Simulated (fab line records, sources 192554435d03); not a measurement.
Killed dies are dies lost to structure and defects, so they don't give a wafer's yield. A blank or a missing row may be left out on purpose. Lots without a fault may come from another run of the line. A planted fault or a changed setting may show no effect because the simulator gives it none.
Split-lot experiment | flow n5_finfet | 7 lots, 21 wafers read, on a route of 1938 steps

THE SPLIT
At N5_DUMMY_GATE_HM_DEP_06 (deposits SiNx from DCS/NH3, target thk 80 nm, time 5141 s), the setting time_s was moved away from the recipe's 5141 s on 18 of the 21 wafers read, by -12.4% to +13.2%. The other wafers ran this setting at the recipe's value.

The reading is taken at the split's own step.

THE READING
SiNx_of_DUMMY_GATE_HM_DEP_06.thk_nm (the simulator's own value, which no gauge read), in nm, at N5_DUMMY_GATE_HM_DEP_06 (deposits SiNx from DCS/NH3, target thk 80 nm, time 5141 s). The file gives no usual value for it. The 3 wafers here that ran the recipe average 78.3 nm, standard deviation 0.57 nm.

wafer  | tool, chamber at the split | time_s as run, s | against the recipe | SiNx_of_DUMMY_GATE_HM_DEP_06.thk_nm, nm | against lot-mates on the recipe
L079.1 | -, -                       | 5818             | +13.2%             | 88.6                                    | no lot-mate on the recipe
L079.5 | -, -                       | 5818             | +13.2%             | 88.6                                    | no lot-mate on the recipe
L079.6 | -, -                       | 5818             | +13.2%             | 89.2                                    | no lot-mate on the recipe
L084.4 | -, -                       | 5709             | +11.0%             | 89.4                                    | no lot-mate on the recipe
L084.5 | -, -                       | 5709             | +11.0%             | 89.2                                    | no lot-mate on the recipe
L084.6 | -, -                       | 5709             | +11.0%             | 89.6                                    | no lot-mate on the recipe
L087.2 | -, -                       | 4636             | -9.8%              | 72.2                                    | no lot-mate on the recipe
L087.4 | -, -                       | 4636             | -9.8%              | 72.8                                    | no lot-mate on the recipe
L087.5 | -, -                       | 4636             | -9.8%              | 72.4                                    | no lot-mate on the recipe
L089.1 | -, -                       | 5446             | +5.9%              | 85.6                                    | no lot-mate on the recipe
L089.6 | -, -                       | 5446             | +5.9%              | 85.6                                    | no lot-mate on the recipe
L089.3 | -, -                       | 5446             | +5.9%              | 86.2                                    | no lot-mate on the recipe
L091.3 | -, -                       | 5790             | +12.6%             | 89                                      | no lot-mate on the recipe
L091.4 | -, -                       | 5790             | +12.6%             | 89                                      | no lot-mate on the recipe
L091.6 | -, -                       | 5790             | +12.6%             | 89.6                                    | no lot-mate on the recipe
L092.2 | lpcvd-01, 0/20             | 5141             | recipe             | 78.4                                    | -
L092.4 | lpcvd-01, 0/29             | 5141             | recipe             | 79                                      | -
L092.6 | lpcvd-01, 0/39             | 5141             | recipe             | 77.6                                    | -
L093.3 | -, -                       | 4504             | -12.4%             | 70.6                                    | no lot-mate on the recipe
L093.5 | -, -                       | 4504             | -12.4%             | 69.2                                    | no lot-mate on the recipe
L093.6 | -, -                       | 4504             | -12.4%             | 69.4                                    | no lot-mate on the recipe

THE FIT
A straight line over all 21 wafers: SiNx_of_DUMMY_GATE_HM_DEP_06.thk_nm changes by +0.781 nm for each +1% of time_s; r = +0.99; the points scatter about the line by 1.1 nm.
Too few moved wafers have a lot-mate on the recipe to fit a line with each lot's own level taken away.

THE FILE'S OWN FIT
SiNx_of_DUMMY_GATE_HM_DEP_06.thk_nm changes by +0.781 nm for each +1% of time_s, r = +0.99.
